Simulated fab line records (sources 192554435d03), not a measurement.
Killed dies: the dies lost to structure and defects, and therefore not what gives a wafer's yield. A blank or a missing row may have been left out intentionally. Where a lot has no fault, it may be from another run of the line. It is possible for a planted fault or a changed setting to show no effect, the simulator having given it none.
Which of the tools did it? + flow n5Finfet + 7 lots with 21 wafers sampled at 2 steps, on a route of 1938 steps

WHAT THE GAUGES SHOWED, per wafer
N5_BEOL_M9_CD_MEAS_28: the cd target is 70 nm.
| lot  | measured     | on       | cdNm (nm)         |
|------|--------------|----------|-------------------|
| L589 | day 12 10:35 | cdSem-01 | 70.45 69.99 70.33 |
| L588 | day 12 17:49 | cdSem-01 | - - -             |
| L600 | day 14 22:55 | cdSem-02 | 69.82 69.64 70.03 |
| L604 | day 16 08:10 | cdSem-02 | 70.05 69.76 69.65 |
| L603 | day 16 18:11 | cdSem-03 | 69.95 69.88 69.86 |
| L607 | day 17 20:38 | cdSem-01 | 70.04 70.02 70.17 |
| L606 | day 18 06:00 | cdSem-01 | 69.80 69.98 70.35 |

WHAT TOOL EACH LOT RAN ON (gives the tool, then ch and the chambers of the sampled wafers, and finally the start)
| lot  | N5_BEOL_M9_EXPOSE_25             |
|------|----------------------------------|
| L589 | euvScanner-02 ch 0, day 12 10:28 |
| L588 | euvScanner-02, day 12 17:41      |
| L600 | euvScanner-02 ch 0, day 14 22:47 |
| L604 | euvScanner-02 ch 0, day 16 08:02 |
| L603 | euvScanner-02 ch 0, day 16 18:04 |
| L607 | euvScanner-02 ch 0, day 17 20:30 |
| L606 | euvScanner-02 ch 0, day 18 05:52 |
- N5_BEOL_M9_EXPOSE_25: exposes mask V8.

THE ANSWER, worked out from the rows above alone
Rule: the usual values come from the lots themselves. Put in order of their means at a reading, lots are off if they are a third of the lots or fewer, leave a main group of 4 or more, and stand apart from it by a gap of 3 or more times the standard deviation of the main group's means; of several such gaps the widest counts. If all means in a main group match to the digits the tables above print for the reading, that group is not used. A lot without any number at a reading at which 4 lots or more have one is off too. All remaining lots with rows at the step are treated as sound.
Off: L588, at N5_BEOL_M9_CD_MEAS_28 (cdNm). Without a number there: L588. Main group: mean 69.99 nm, sd 0.16.
A tool fits if, at a process step before that reading, it ran every lot that is off, and no sound lot after the first of them. The gauges at N5_BEOL_M9_CD_MEAS_28 are tried like those tools. No candidate that was tried fits.

WHAT THE SIMULATOR HAD PUT IN
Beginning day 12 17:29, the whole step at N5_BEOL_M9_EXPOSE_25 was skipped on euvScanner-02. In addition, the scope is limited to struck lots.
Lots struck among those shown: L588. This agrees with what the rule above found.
